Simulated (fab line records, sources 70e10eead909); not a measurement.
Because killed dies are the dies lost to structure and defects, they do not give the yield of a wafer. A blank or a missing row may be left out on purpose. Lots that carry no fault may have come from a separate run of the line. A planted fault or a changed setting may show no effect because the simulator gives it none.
fab line records | flow nand_harc
record: lots: 24 wafers: 72 last_day: 34
route steps=1302 shown A_SGD_CUT@915 A_WL_FILL@959 A_CONTACT@1012
lots untouched by any fault: they come from a run of this same line in which no faults occurred
start_h: hours from the record's first day to the start of the lot's first wafer shown | wait_h: hours since the lot's step before | " as in the row above | L1.1+2: a single row standing in for several wafers | - value missing, or start not given | * or withheld: withheld | < > ~ a bound
route shown NAME@n: NAME is a module with steps in the file, n the number in the route of the first one | usual: mean/standard deviation taken from wafers without a fault | same: alike in all rows | chamber/n: place in a boat | sites: the reading at each site | _std_site: the values' standard deviation | _edge_site: the outer-site mean with the inner-site mean subtracted | radius_mm: for every site, how far away it sits from the centre of the wafer | mask NAME#n: copy n | behind: tool/chamber where the wafer was last shaped | hold: why the lot went on hold/how many hours it stayed there/how the hold came to an end | device: the transistor (n, p or np) that didn't switch | end of line: tests of these same wafers at the route's end | for a step that has no rows: nothing shown but its recipe | killed: not the wafer's yield, but the dies lost to structure and defects at the first sort | map: dies across one wafer; x = killed, . = not, _ = none there
set.NAME: the setting that was run; set.NAME@STEP: the one run at that earlier step | model.NAME: the simulator's own value behind a step, which no gauge read
the route's steps for a sample of lots (tables are steps, rows are wafers)
services: when a tool's chamber went out of use (start_h, in hours from the record's first day, below 0 if earlier), for how many hours, and the reason
== steps ==
step: NHARC_A_SGD_CUT_CMP_21
recipe: target_thk_nm: 148.19
usual: edge_zone_pressure_frac: 1.000/0.0051 motor_current_A: 11.3/1.1 time_to_endpoint_s: 51/3.8
columns lot.wafer tool chamber start_h wait_h edge_zone_pressure_frac motor_current_A time_to_endpoint_s
L075.1 cmp-02 2 454.99 0.4 0.989 13.4 47
L075.2 " 0 " " 0.997 10.4 55
L075.5 " 3 " " 0.997 12.2 55
L074.3 cmp-01 1 454.99 0.4 1.006 10.2 53
L074.1 " 0 " " 1.008 11.5 48
L074.6 " 1 " " 1.007 10.7 54
L076.3 cmp-01 2 460.14 0.4 0.998 9.6 55
L076.1 " 0 " " 0.997 11.2 47
L076.5 " 1 " " 1.006 10.8 50
L077.3 cmp-02 1 473.50 0.4 1.003 10.6 53
L077.2 " 2 " " 1.000 12.4 49
L077.5 " 2 " " 1.000 12.5 47
L078.3 cmp-04 0 473.50 0.4 0.999 13.5 59
L078.2 " 1 " " 1.005 12.3 51
L078.5 " 0 " " 1.001 13.0 56
L079.3 cmp-01 3 491.78 0.4 1.002 11.4 51
L079.6 " 3 " " 1.004 11.3 52
L079.5 " 0 " " 1.004 11.5 50
L081.2 cmp-04 1 516.69 0.4 1.004 12.0 49
L081.1 " 3 " " 1.003 10.8 53
L081.5 " 2 " " 0.997 12.8 52
L080.4 cmp-02 3 516.71 0.4 0.998 11.7 52
L080.1 " 0 " " 1.011 9.5 57
L080.6 " 0 " " 1.000 10.2 55
L082.2 cmp-02 2 527.26 0.4 1.000 13.5 50
L082.3 " 3 " " 0.991 11.1 53
L082.5 " 0 " " 0.991 9.6 58
L083.2 cmp-01 0 538.46 0.4 1.000 11.7 44
L083.4 " 2 " " 1.005 9.8 54
L083.1 " 3 " " 1.009 10.6 51
L084.2 cmp-04 2 538.51 0.4 1.007 12.5 51
L084.5 " 0 " " 1.002 14.1 53
L084.6 " 1 " " 0.997 12.8 46
L085.4 cmp-01 1 561.06 0.4 1.003 11.0 54
L085.3 " 3 " " 1.001 11.8 50
L085.5 " 1 " " 0.999 10.5 53
L086.3 cmp-02 3 561.08 0.4 1.000 11.2 51
L086.6 " 2 " " 1.002 12.8 49
L086.5 " 3 " " 1.002 11.3 54
L087.3 cmp-01 3 594.14 0.4 0.997 10.8 47
L087.1 " 0 " " 0.986 11.5 45
L087.6 " 2 " " 0.997 9.6 50
L090.3 cmp-02 3 594.14 0.4 0.997 11.1 51
L090.5 " 1 " " 1.001 10.8 48
L090.6 " 2 " " 1.003 12.9 43
L089.2 cmp-04 2 601.60 0.4 0.996 12.6 53
L089.4 " 3 " " 1.001 10.4 54
L089.5 " 0 " " 0.998 13.0 58
L088.4 cmp-01 2 601.60 0.4 1.002 9.9 46
L088.6 " 3 " " 0.995 11.8 49
L088.5 " 0 " " 1.010 11.8 43
L092.3 cmp-02 1 607.58 0.4 1.002 10.6 49
L092.4 " 2 " " 1.001 12.2 44
L092.1 " 3 " " 1.011 11.9 51
L091.2 cmp-01 2 607.60 0.4 1.004 10.3 48
L091.1 " 3 " " 1.003 11.2 44
L091.5 " 1 " " 1.004 11.4 48
L094.2 cmp-02 0 638.70 0.4 1.000 10.3 55
L094.4 " 1 " " 0.995 9.9 50
L094.3 " 2 " " 1.000 13.1 47
L093.1 cmp-01 3 638.70 0.4 0.999 11.4 45
L093.2 " 2 " " 1.006 10.1 48
L093.6 " 0 " " 0.993 12.4 44
L095.1 cmp-02 1 662.47 0.4 1.002 10.6 51
L095.2 " 3 " " 1.005 11.4 52
L095.5 " 0 " " 1.003 9.8 54
L096.4 cmp-04 1 666.53 0.4 0.996 12.8 48
L096.1 " 3 " " 1.001 11.7 52
L096.6 " 2 " " 0.999 11.8 54
L097.1 cmp-01 2 694.87 0.4 1.005 9.8 53
L097.3 " 0 " " 1.001 11.4 48
L097.5 " 2 " " 1.003 10.0 54
step: NHARC_A_SGD_CUT_THK_MEAS_22
recipe: thk_meas_gauge: ellipsometry
usual: thk_nm: 148.4/1.6
columns lot.wafer tool chamber start_h wait_h thk_nm
L075.1 film_metro-01 - 455.25 0.2 145.3
L075.2 " - " " 149.4
L075.5 " - " " 149.1
L074.1 film_metro-01 - 455.25 0.2 146.9
L074.3 " - " " 150.2
L074.6 " - " " 147.8
L076.1 film_metro-01 - 460.37 0.2 146.4
L076.3 " - " " 147.2
L076.5 " - " " 146.7
L077.2 film_metro-02 - 473.75 0.2 148.3
L077.3 " - " " 148.7
L077.5 " - " " 146.9
L078.2 film_metro-02 - 473.75 0.2 149.6
L078.3 " - " " 149.9
L078.5 " - " " 148.7
L079.3 film_metro-02 - 492.03 0.2 146.9
L079.5 " - " " 147.6
L079.6 " - " " 150.3
L081.1 film_metro-02 - 516.95 0.2 147.9
L081.2 " - " " 147.5
L081.5 " - " " 147.4
L080.1 film_metro-01 - 516.97 0.2 149.5
L080.4 " - " " 149.4
L080.6 " - " " 150.1
L082.2 film_metro-01 - 527.46 0.2 148.7
L082.3 " - " " 150.0
L082.5 " - " " 150.6
L084.2 film_metro-01 - 538.71 0.2 148.6
L084.5 " - " " 149.9
L084.6 " - " " 148.6
L083.1 film_metro-02 - 538.72 0.2 147.9
L083.2 " - " " 145.8
L083.4 " - " " 148.4
L086.3 film_metro-01 - 561.31 0.2 150.0
L086.5 " - " " 147.6
L086.6 " - " " 147.0
L085.3 film_metro-02 - 561.32 0.2 149.5
L085.4 " - " " 150.6
L085.5 " - " " 147.7
L087.1 film_metro-02 - 594.34 0.2 144.4
L087.3 " - " " 146.9
L087.6 " - " " 147.8
L090.3 film_metro-02 - 594.35 0.2 146.9
L090.5 " - " " 146.5
L090.6 " - " " 144.9
L088.4 film_metro-01 - 601.78 0.2 148.2
L088.5 " - " " 149.2
L088.6 " - " " 148.1
L089.2 film_metro-02 - 601.80 0.2 148.9
L089.4 " - " " 150.9
L089.5 " - " " 149.5
L092.1 film_metro-02 - 607.83 0.2 148.0
L092.3 " - " " 147.8
L092.4 " - " " 147.9
L091.1 film_metro-01 - 607.83 0.2 149.9
L091.2 " - " " 147.4
L091.5 " - " " 148.0
L093.1 film_metro-02 - 638.95 0.2 150.6
L093.2 " - " " 149.3
L093.6 " - " " 147.2
L094.2 film_metro-02 - 638.96 0.2 149.0
L094.3 " - " " 148.1
L094.4 " - " " 148.4
L095.1 film_metro-02 - 662.70 0.2 149.8
L095.2 " - " " 147.1
L095.5 " - " " 150.8
L096.1 film_metro-02 - 666.78 0.2 148.1
L096.4 " - " " 146.2
L096.6 " - " " 149.1
L097.1 film_metro-01 - 695.10 0.2 148.9
L097.3 " - " " 147.1
L097.5 " - " " 146.4
step: NHARC_A_WL_FILL_STRIP_27
recipe: power_w: 1500 temp_c: 250 time_s: 20 chemistry: N2/H2
usual: drypump_motor_current_A: 6.0/0.63 heater_power_w: 307/23
columns lot.wafer tool chamber start_h wait_h drypump_motor_current_A heater_power_w rf_hours_counter_h
L075.2 plasma_asher-02 0 476.34 0.1 6.1 312 11
L075.1 " 1 " " 6.5 279 11
L075.5 " 1 " " 6.6 277 -
L074.1 plasma_asher-02 0 479.88 0.1 6.0 318 11
L074.3 " 0 " " 6.1 330 -
L074.6 " 0 " " 6.1 323 -
L076.1 plasma_asher-02 0 484.05 0.2 6.1 316 13
L076.3 " 1 " " 6.6 275 -
L076.5 " 1 " " 6.6 284 -
L078.2 plasma_asher-02 0 495.83 0.1 6.1 312 16
L078.3 " 0 " " 6.1 327 -
L078.5 " 0 " " 6.1 319 -
L077.2 plasma_asher-01 0 495.99 0.1 6.3 315 24
L077.3 " 0 " " 6.3 313 -
L077.5 " 0 " " 6.3 315 -
L079.3 plasma_asher-02 1 513.66 0.2 6.5 284 -
L079.5 " 0 " " 6.1 317 -
L079.6 " 1 " " 6.5 281 -
L080.1 plasma_asher-02 0 539.79 0.1 6.1 323 28
L080.4 " 0 " " 6.1 317 -
L080.6 " 1 " " 6.6 276 -
L081.2 plasma_asher-01 0 539.80 0.1 6.3 304 2
L081.1 " 1 " " 4.9 344 2
L081.5 " 0 " " 6.3 303 -
L082.2 plasma_asher-01 0 552.90 0.1 6.3 301 3
L082.3 " 1 " " 5.0 330 -
L082.5 " 1 " " 5.0 331 -
L084.2 plasma_asher-01 1 560.81 0.2 4.9 334 5
L084.5 " 0 " " 6.3 295 -
L084.6 " 1 " " 4.9 342 -
L083.1 plasma_asher-02 0 561.15 0.2 6.1 317 32
L083.2 " 1 " " 6.6 276 32
L083.4 " 0 " " 6.1 316 -
L086.3 plasma_asher-01 1 582.71 0.2 4.9 338 -
L086.5 " 0 " " 6.3 292 -
L086.6 " 1 " " 5.0 333 -
L085.4 plasma_asher-02 0 582.90 0.1 6.1 316 -
L085.3 " 1 " " 6.6 267 -
L085.5 " 1 " " 6.6 285 -
L087.1 plasma_asher-01 0 614.63 0.1 6.3 302 17
L087.3 " 1 " " 4.9 341 -
L087.6 " 0 " " 6.3 298 -
L090.3 plasma_asher-02 1 614.67 0.2 6.6 273 -
L090.6 " 0 " " 6.1 325 -
L090.5 " 1 " " 6.6 271 -
L088.4 plasma_asher-01 0 625.33 0.1 6.3 289 -
L088.5 " 0 " " 6.3 297 -
L088.6 " 1 " " 4.9 340 -
L089.2 plasma_asher-02 0 627.73 0.1 6.1 310 4
L089.4 " 1 " " 6.6 284 -
L089.5 " 0 " " 6.1 320 -
L092.1 plasma_asher-01 1 633.23 0.1 4.9 338 21
L092.4 " 0 " " 6.3 294 -
L092.3 " 1 " " 5.0 339 -
L091.2 plasma_asher-01 1 637.88 0.1 4.9 342 21
L091.1 " 0 " " 6.3 295 21
L091.5 " 0 " " 6.3 294 -
L093.2 plasma_asher-02 0 659.01 0.1 6.1 321 10
L093.1 " 1 " " 6.6 274 10
L093.6 " 1 " " 6.6 271 -
L094.2 plasma_asher-01 1 659.34 0.2 4.9 335 27
L094.3 " 0 " " 6.3 294 -
L094.4 " 1 " " 4.9 334 -
L095.2 plasma_asher-01 0 683.56 0.1 6.3 298 31
L095.1 " 1 " " 4.9 333 31
L095.5 " 0 " " 6.3 296 -
L096.1 plasma_asher-01 1 694.92 0.3 4.9 342 33
L096.4 " 1 " " 4.9 340 -
L096.6 " 0 " " 6.3 298 -
L097.1 plasma_asher-02 0 719.59 0.1 6.1 324 23
L097.3 " 1 " " 6.6 274 -
L097.5 " 1 " " 6.6 279 -
step: NHARC_A_CONTACT_ETCH_118
recipe: source_w: withheld pressure_mtorr: 20 bias_v: 3000 time_s: 190 target_depth_a: 18500 ar_flow_sccm: withheld c4f8_flow_sccm: withheld o2_flow_sccm: withheld chemistry: C4F8/O2/Ar
columns lot.wafer tool chamber start_h wait_h rf_hours_counter_h
L075.2 har_cap_etch-02 0 502.88 0.1 82
L075.1 " 1 " " 82
L075.5 " 1 " " -
L074.1 har_cap_etch-03 0 508.24 0.1 39
L074.3 " 0 " " -
L074.6 " 1 " " -
L076.1 har_cap_etch-02 1 509.96 0.1 85
L076.3 " 0 " " -
L076.5 " 1 " " -
L078.2 har_cap_etch-01 1 523.79 0.2 3
L078.3 " 0 " " -
L078.5 " 1 " " -
L077.2 har_cap_etch-03 1 524.21 0.1 46
L077.3 " 1 " " -
L077.5 " 1 " " -
L079.3 har_cap_etch-01 0 544.77 0.1 -
L079.5 " 0 " " -
L079.6 " 1 " " -
L081.1 har_cap_etch-02 1 565.26 0.1 96
L081.2 " 0 " " 96
L081.5 " 0 " " -
L080.1 har_cap_etch-01 0 565.49 0.1 9
L080.4 " 0 " " -
L080.6 " 0 " " -
L082.2 har_cap_etch-01 1 577.92 0.1 11
L082.3 " 1 " " -
L082.5 " 0 " " -
L084.2 har_cap_etch-02 0 592.82 0.2 102
L084.5 " 0 " " -
L084.6 " 1 " " -
L083.2 har_cap_etch-03 0 594.14 0.2 59
L083.1 " 1 " " 59
L083.4 " 1 " " -
L085.4 har_cap_etch-01 0 607.60 0.1 -
L085.3 " 1 " " -
L085.5 " 0 " " -
L086.3 har_cap_etch-02 0 608.55 0.2 -
L086.5 " 1 " " -
L086.6 " 0 " " -
L090.3 har_cap_etch-03 0 640.05 0.1 -
L090.5 " 1 " " -
L090.6 " 0 " " -
L087.1 har_cap_etch-01 0 640.10 0.1 21
L087.3 " 1 " " -
L087.6 " 1 " " -
L088.4 har_cap_etch-01 1 654.28 0.1 -
L088.5 " 1 " " -
L088.6 " 0 " " -
L089.2 har_cap_etch-02 1 656.70 0.1 113
L089.4 " 0 " " -
L089.5 " 0 " " -
L092.1 har_cap_etch-01 0 660.25 0.1 26
L092.3 " 1 " " -
L092.4 " 0 " " -
L091.1 har_cap_etch-03 1 662.66 0.1 71
L091.2 " 0 " " 71
L091.5 " 0 " " -
L094.2 har_cap_etch-01 0 687.43 0.1 31
L094.4 " 1 " " -
L094.3 " 0 " " -
L093.2 har_cap_etch-03 1 687.85 0.1 77
L093.1 " 0 " " 77
L093.6 " 0 " " -
L095.1 har_cap_etch-01 1 711.53 0.1 35
L095.2 " 0 " " 35
L095.5 " 0 " " -
L096.1 har_cap_etch-01 0 731.66 0.1 38
L096.4 " 0 " " -
L096.6 " 1 " " -
L097.1 har_cap_etch-02 0 743.99 0.1 127
L097.3 " 0 " " -
L097.5 " 0 " " -
step: NHARC_A_CONTACT_ETCH_123
recipe: source_w: withheld pressure_mtorr: 20 bias_v: 400 time_s: 490 target_depth_a: 21100 ar_flow_sccm: withheld c4f8_flow_sccm: 11.5 o2_flow_sccm: 7.2 chemistry: C4F8/O2/Ar
columns lot.wafer tool chamber start_h wait_h rf_hours_counter_h
L075.2 har_cap_etch-02 0 503.73 0.1 83
L075.1 " 1 " " 83
L075.5 " 1 " " -
L074.1 har_cap_etch-03 0 509.16 0.2 40
L074.3 " 0 " " -
L074.6 " 1 " " -
L076.1 har_cap_etch-02 1 510.88 0.2 85
L076.3 " 0 " " -
L076.5 " 1 " " -
L078.2 har_cap_etch-01 1 524.93 0.2 4
L078.3 " 0 " " -
L078.5 " 1 " " -
L077.2 har_cap_etch-03 1 525.12 0.2 47
L077.3 " 1 " " -
L077.5 " 1 " " -
L079.3 har_cap_etch-01 0 545.74 0.3 -
L079.5 " 0 " " -
L079.6 " 1 " " -
L081.1 har_cap_etch-02 1 566.12 0.1 97
L081.2 " 0 " " 97
L081.5 " 0 " " -
L080.1 har_cap_etch-01 0 566.34 0.1 10
L080.4 " 0 " " -
L080.6 " 0 " " -
L082.2 har_cap_etch-01 1 578.77 0.1 12
L082.3 " 1 " " -
L082.5 " 0 " " -
L084.2 har_cap_etch-02 0 593.96 0.2 103
L084.5 " 0 " " -
L084.6 " 1 " " -
L083.2 har_cap_etch-03 0 595.28 0.2 60
L083.1 " 1 " " 60
L083.4 " 1 " " -
L085.4 har_cap_etch-01 0 608.57 0.3 -
L085.3 " 1 " " -
L085.5 " 0 " " -
L086.3 har_cap_etch-02 0 609.92 0.4 -
L086.5 " 1 " " -
L086.6 " 0 " " -
L087.1 har_cap_etch-01 0 640.96 0.1 22
L087.3 " 1 " " -
L087.6 " 1 " " -
L090.3 har_cap_etch-03 0 641.09 0.3 -
L090.5 " 1 " " -
L090.6 " 0 " " -
L088.4 har_cap_etch-01 1 655.26 0.3 -
L088.5 " 1 " " -
L088.6 " 0 " " -
L089.2 har_cap_etch-02 1 657.56 0.1 114
L089.4 " 0 " " -
L089.5 " 0 " " -
L092.1 har_cap_etch-01 0 661.17 0.2 27
L092.3 " 1 " " -
L092.4 " 0 " " -
L091.1 har_cap_etch-03 1 663.51 0.1 72
L091.2 " 0 " " 72
L091.5 " 0 " " -
L094.2 har_cap_etch-01 0 688.35 0.2 32
L094.4 " 1 " " -
L094.3 " 0 " " -
L093.2 har_cap_etch-03 1 688.77 0.2 78
L093.1 " 0 " " 78
L093.6 " 0 " " -
L095.1 har_cap_etch-01 1 712.38 0.1 36
L095.2 " 0 " " 36
L095.5 " 0 " " -
L096.1 har_cap_etch-01 0 732.52 0.1 39
L096.4 " 0 " " -
L096.6 " 1 " " -
L097.1 har_cap_etch-02 0 744.91 0.2 128
L097.3 " 0 " " -
L097.5 " 0 " " -
step: NHARC_A_CONTACT_INSPECT_71
usual: raw_defect_count: 86/32
columns lot.wafer tool chamber start_h wait_h raw_defect_count
L075.1 defect_inspect-01 - 510.33 0.0 29
L075.2 " - " " 47
L075.5 " - " " 35
L074.1 defect_inspect-02 - 515.18 0.0 80
L074.3 " - " " 106
L074.6 " - " " 96
L076.1 defect_inspect-01 - 517.00 0.0 66
L076.3 " - " " 69
L076.5 " - " " 68
L077.2 defect_inspect-02 - 531.73 0.0 98
L077.3 " - " " 108
L077.5 " - " " 100
L078.2 defect_inspect-02 - 533.11 0.0 111
L078.3 " - " " 111
L078.5 " - " " 126
L079.3 defect_inspect-01 - 552.72 0.0 47
L079.5 " - " " 65
L079.6 " - " " 68
L081.1 defect_inspect-01 - 573.46 0.0 126
L081.2 " - " " 99
L081.5 " - " " 97
L080.1 defect_inspect-02 - 573.50 0.0 64
L080.4 " - " " 67
L080.6 " - " " 88
L082.2 defect_inspect-02 - 586.38 0.0 101
L082.3 " - " " 136
L082.5 " - " " 117
L084.2 defect_inspect-01 - 600.64 0.0 127
L084.5 " - " " 109
L084.6 " - " " 111
L083.1 defect_inspect-01 - 603.08 0.0 64
L083.2 " - " " 69
L083.4 " - " " 59
L085.3 defect_inspect-01 - 622.87 0.0 77
L085.4 " - " " 94
L085.5 " - " " 78
L086.3 defect_inspect-02 - 626.36 0.0 67
L086.5 " - " " 78
L086.6 " - " " 78
L090.3 defect_inspect-02 - 649.34 0.0 14
L090.5 " - " " 26
L090.6 " - " " 30
L087.1 defect_inspect-01 - 649.54 0.0 100
L087.3 " - " " 94
L087.6 " - " " 105
L088.4 defect_inspect-02 - 662.24 0.0 127
L088.5 " - " " 91
L088.6 " - " " 106
L089.2 defect_inspect-01 - 664.84 0.1 88
L089.4 " - " " 101
L089.5 " - " " 85
L092.1 defect_inspect-02 - 667.46 0.0 108
L092.3 " - " " 127
L092.4 " - " " 128
L091.1 defect_inspect-01 - 674.43 0.0 64
L091.2 " - " " 50
L091.5 " - " " 52
L094.2 defect_inspect-01 - 694.59 0.0 81
L094.3 " - " " 61
L094.4 " - " " 81
L093.1 defect_inspect-01 - 695.16 0.0 76
L093.2 " - " " 78
L093.6 " - " " 80
L095.1 defect_inspect-02 - 718.62 0.0 22
L095.2 " - " " 19
L095.5 " - " " 19
L096.1 defect_inspect-01 - 738.82 0.0 125
L096.4 " - " " 134
L096.6 " - " " 125
L097.1 defect_inspect-01 - 756.03 0.0 116
L097.3 " - " " 122
L097.5 " - " " 98
== services ==
columns tool chamber start_h hours kind
cmp-02 - 450.74 0.4 repair
har_cap_etch-03 - 453.26 0.4 repair
har_cap_etch-03 - 466.69 0.4 repair
plasma_asher-01 - 466.89 15.7 repair
cmp-02 - 467.60 0.8 repair
cmp-01 - 480.29 4.0 pm
plasma_asher-01 - 484.48 2.4 repair
cmp-02 - 494.87 0.6 repair
har_cap_etch-01 - 497.00 17.0 pm
plasma_asher-01 - 519.00 9.0 pm
cmp-02 - 528.77 4.0 pm
cmp-01 - 548.10 4.5 repair
cmp-01 - 557.33 1.6 repair
cmp-02 - 576.62 1.1 repair
cmp-01 - 578.29 4.0 pm
har_cap_etch-02 - 587.83 0.1 repair
plasma_asher-02 - 603.42 9.0 pm
cmp-01 - 618.08 0.9 repair
cmp-02 - 626.77 4.0 pm
cmp-01 - 637.50 0.6 repair
cmp-02 - 665.50 4.5 repair
cmp-01 - 676.29 4.0 pm
cmp-01 - 681.40 1.2 repair
plasma_asher-01 - 696.00 9.0 pm
== key ==
fault none
